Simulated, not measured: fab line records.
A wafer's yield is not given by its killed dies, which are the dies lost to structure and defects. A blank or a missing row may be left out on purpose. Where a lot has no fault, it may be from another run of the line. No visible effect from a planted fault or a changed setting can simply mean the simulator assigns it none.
Chamber matching :: flow nand-harc :: rie-diel-06 running NHARC_P_CONTACT_STRIP_28: 4 sister chambers
The step strips in O2. 24 wafers are shown with their chamber, then 12 later ones without.

## EACH WAFER AND ITS CHAMBER
wafer: L077.1
chamber: 0
drypump-motor-current-A (A): 5.3
oes-product-au (a.u.): 1.000
rf-vpp-V (V): 58.6

wafer: L077.4
chamber: 1
drypump-motor-current-A (A): 5.1
oes-product-au (a.u.): 0.978
rf-vpp-V (V): 58.8

wafer: L077.5
chamber: 1
drypump-motor-current-A (A): 5.0
oes-product-au (a.u.): 0.975
rf-vpp-V (V): 57.4

wafer: L079.1
chamber: 2
drypump-motor-current-A (A): 5.4
oes-product-au (a.u.): 1.020
rf-vpp-V (V): 56.1

wafer: L079.3
chamber: 1
drypump-motor-current-A (A): 5.1
oes-product-au (a.u.): 0.980
rf-vpp-V (V): 57.4

wafer: L079.4
chamber: 3
drypump-motor-current-A (A): 5.5
oes-product-au (a.u.): 0.982
rf-vpp-V (V): 56.9

wafer: L080.2
chamber: 2
drypump-motor-current-A (A): 5.4
oes-product-au (a.u.): 1.023
rf-vpp-V (V): 58.5

wafer: L080.3
chamber: 0
drypump-motor-current-A (A): 5.3
oes-product-au (a.u.): 1.003
rf-vpp-V (V): 57.3

wafer: L080.4
chamber: 3
drypump-motor-current-A (A): 5.5
oes-product-au (a.u.): 0.994
rf-vpp-V (V): 56.5

wafer: L081.3
chamber: 1
drypump-motor-current-A (A): 5.0
oes-product-au (a.u.): 0.968
rf-vpp-V (V): 57.5

wafer: L081.5
chamber: 2
drypump-motor-current-A (A): 5.4
oes-product-au (a.u.): 1.012
rf-vpp-V (V): 58.3

wafer: L081.6
chamber: 1
drypump-motor-current-A (A): 5.0
oes-product-au (a.u.): 0.974
rf-vpp-V (V): 58.2

wafer: L082.1
chamber: 2
drypump-motor-current-A (A): 5.4
oes-product-au (a.u.): 1.001
rf-vpp-V (V): 56.8

wafer: L082.4
chamber: 0
drypump-motor-current-A (A): 5.3
oes-product-au (a.u.): 1.000
rf-vpp-V (V): 57.4

wafer: L082.6
chamber: 0
drypump-motor-current-A (A): 5.3
oes-product-au (a.u.): 0.993
rf-vpp-V (V): 59.0

wafer: L083.3
chamber: 1
drypump-motor-current-A (A): 5.0
oes-product-au (a.u.): 0.985
rf-vpp-V (V): 58.3

wafer: L083.4
chamber: 2
drypump-motor-current-A (A): 5.4
oes-product-au (a.u.): 1.019
rf-vpp-V (V): 56.9

wafer: L083.6
chamber: 0
drypump-motor-current-A (A): 5.3
oes-product-au (a.u.): 0.997
rf-vpp-V (V): 57.6

wafer: L084.1
chamber: 2
drypump-motor-current-A (A): 5.4
oes-product-au (a.u.): 1.009
rf-vpp-V (V): 57.3

wafer: L084.2
chamber: 0
drypump-motor-current-A (A): 5.3
oes-product-au (a.u.): 0.986
rf-vpp-V (V): 57.2

wafer: L084.6
chamber: 3
drypump-motor-current-A (A): 5.5
oes-product-au (a.u.): 0.987
rf-vpp-V (V): 57.2

wafer: L087.1
chamber: 0
drypump-motor-current-A (A): 5.3
oes-product-au (a.u.): 0.981
rf-vpp-V (V): 57.8

wafer: L087.5
chamber: 3
drypump-motor-current-A (A): 5.5
oes-product-au (a.u.): 0.981
rf-vpp-V (V): 58.2

wafer: L087.6
chamber: 2
drypump-motor-current-A (A): 5.4
oes-product-au (a.u.): 1.005
rf-vpp-V (V): 57.9

SIGNATURES (averages over the wafers above)
reading: drypump-motor-current-A
chamber 0: 5.300
chamber 1: 5.033
chamber 2: 5.400
chamber 3: 5.500
scatter within a chamber: 0.0258

reading: oes-product-au
chamber 0: 0.99429
chamber 1: 0.97667
chamber 2: 1.01271
chamber 3: 0.98600
scatter within a chamber: 0.00734

reading: rf-vpp-V
chamber 0: 57.843
chamber 1: 57.933
chamber 2: 57.400
chamber 3: 57.200
scatter within a chamber: 0.733
Rule: for each reading, subtract the chamber's mean from the wafer's reading, divide by that reading's scatter and square the result; add these up over the readings and take the root, which gives the wafer's distance from the chamber. If the next closest chamber is less than 2 further off than the closest, the wafer can't be placed; otherwise it belongs to the closest. How the scatter is found: for the shown wafers, subtract from each reading the mean of its chamber, square and add these, divide the total by (wafers less chambers), then take the root.

## WAFERS WITHOUT THEIR CHAMBER
wafer: L088.1
drypump-motor-current-A (A): 5.4
oes-product-au (a.u.): 1.010
rf-vpp-V (V): 57.6

wafer: L088.5
drypump-motor-current-A (A): 5.3
oes-product-au (a.u.): 0.995
rf-vpp-V (V): 57.7

wafer: L088.6
drypump-motor-current-A (A): 5.5
oes-product-au (a.u.): 0.999
rf-vpp-V (V): 58.1

wafer: L094.2
drypump-motor-current-A (A): 5.5
oes-product-au (a.u.): 0.990
rf-vpp-V (V): 58.5

wafer: L094.3
drypump-motor-current-A (A): 5.4
oes-product-au (a.u.): 1.015
rf-vpp-V (V): 58.4

wafer: L094.5
drypump-motor-current-A (A): 5.4
oes-product-au (a.u.): 1.033
rf-vpp-V (V): 58.1

wafer: L096.1
drypump-motor-current-A (A): 5.4
oes-product-au (a.u.): 1.012
rf-vpp-V (V): 59.4

wafer: L096.3
drypump-motor-current-A (A): 5.1
oes-product-au (a.u.): 0.986
rf-vpp-V (V): 58.8

wafer: L096.4
drypump-motor-current-A (A): 5.5
oes-product-au (a.u.): 0.983
rf-vpp-V (V): 58.5

wafer: L097.1
drypump-motor-current-A (A): 5.3
oes-product-au (a.u.): 1.005
rf-vpp-V (V): 56.2

wafer: L097.4
drypump-motor-current-A (A): 5.3
oes-product-au (a.u.): 1.002
rf-vpp-V (V): 59.3

wafer: L097.5
drypump-motor-current-A (A): 5.5
oes-product-au (a.u.): 0.979
rf-vpp-V (V): 57.7

## WHICH CHAMBER EACH ONE RAN IN
wafer: L088.1
from the rows above: 2
in truth: 2

wafer: L088.5
from the rows above: 0
in truth: 0

wafer: L088.6
from the rows above: 3
in truth: 3

wafer: L094.2
from the rows above: 3
in truth: 3

wafer: L094.3
from the rows above: 2
in truth: 2

wafer: L094.5
from the rows above: 2
in truth: 2

wafer: L096.1
from the rows above: 2
in truth: 2

wafer: L096.3
from the rows above: 1
in truth: 1

wafer: L096.4
from the rows above: 3
in truth: 3

wafer: L097.1
from the rows above: can't be placed: 0 or 2
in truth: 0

wafer: L097.4
from the rows above: 0
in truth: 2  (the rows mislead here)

wafer: L097.5
from the rows above: 3
in truth: 3
Correct placement for 10 of the 12. Not placeable from these rows: 1 (in 1, the candidates include the true chamber). 1 placed wrongly.
